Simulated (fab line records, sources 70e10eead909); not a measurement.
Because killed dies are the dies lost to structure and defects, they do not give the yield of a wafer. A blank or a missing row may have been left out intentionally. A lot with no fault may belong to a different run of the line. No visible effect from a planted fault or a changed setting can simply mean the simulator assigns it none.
Problem report in the 8D (eight disciplines) form, filled by code -- flow nand-harc -- the parts of the form that need people (team, actions taken, sign-off) are left out

== 1. WHAT WENT WRONG ==
Wafers without a fault read 1001 nm, standard deviation 5.6; thk-nm at NHARC_A_ONON_D2_THK_MEAS_24 reads a mean of 663 nm on 3 wafers belonging to 3 lots. That is -60 standard deviations from the usual mean.
The step: measures by ellipsometry.
Earliest sighting: wafer L986.5 on film-metro-01 at day 20 22:57. The record holds 42 wafers of 15 lots with a number at this step. The rule behind "out" and "out of limits": a value lying over 4 standard deviations away from the usual mean. Any other wafer with a number is counted as sound.

== 2. WHAT IT IS; WHAT IT IS NOT ==
question,is,is not
which readings at this step,thk-nm,-
which lots,"L986, L987, L988","L966, L967, L970, L971, L972, L973, L974, L975, L976, L977, L979, L981"
which wafers of those lots,"L986.5, L987.5, L988.1","L986.4, L987.3, L988.4"
read on which gauges,"film-metro-01, film-metro-02",-
when,from day 20 22:57,"up to then (37 sound wafers); but 2 sound wafers of L987, L988 came after"

== 3. WHAT RULES OUT EACH SUSPECT ==
Counting: a tool at a process step up to the reading stays a suspect if it ran every lot that is out. Sound lots after the first of them don't rule it out here, since some wafers of a struck lot are sound.
- the gauge at NHARC_A_ONON_D2_THK_MEAS_24: ruled out. 2 gauges (film-metro-01, film-metro-02) read the wafers that are out.
- pecvd-onon-03 at NHARC_A_ONON_D2_DEP_22 (target thk 1000 nm): kept. Every lot that is out went through it, the first being L986 (day 20 22:37); the last sound lot it ran before that was L976 (day 17 13:18).
Remaining after the count: pecvd-onon-03 at NHARC_A_ONON_D2_DEP_22.

== 4. THE CAUSE (what the simulator had put in) ==
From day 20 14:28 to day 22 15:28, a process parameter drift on pecvd-onon-03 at NHARC_A_ONON_D2_DEP_22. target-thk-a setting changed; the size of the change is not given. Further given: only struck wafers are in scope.
This tool alone remained once counting was done.

== 5. SEQUENCE OF EFFECTS, ordered by route ==
One row per reading whose mean, taken over the struck wafers that have a number, lies over 3 standard deviations from the usual. Only readings for which the record gives a usual standard deviation are gone through. hours: the time from each lot's start at the first step in this table that gives one to its start at this step, as a median over the lots. sigmas: the change in usual standard deviations.
hours,step,reading,usual,on struck wafers,change,sigmas
0,NHARC_A_ONON_D2_THK_MEAS_24,thk-nm,1001 nm,663,-338,-60
292,NHARC_END_SORT_01,killed-at-array,64,675,+611,+31
292,NHARC_END_SORT_01,killed-dies,68,677,+609,+30

== 6. WHAT WOULD HAVE CAUGHT IT SOONER ==
The first out-of-limits reading at a measuring or inspecting step in this record came at day 20 22:57, 8 hours after the fault's start at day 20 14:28.
Tool readings at NHARC_A_ONON_D2_DEP_22 with a usual standard deviation given in the record: none out on any struck wafer, hence no alarm at a limit of 4 standard deviations on them.
L987, L988, from the lots that are out (3), started NHARC_A_ONON_D2_DEP_22 on pecvd-onon-03 later than day 20 22:57. A hold on the tool at that time would have spared those 2.
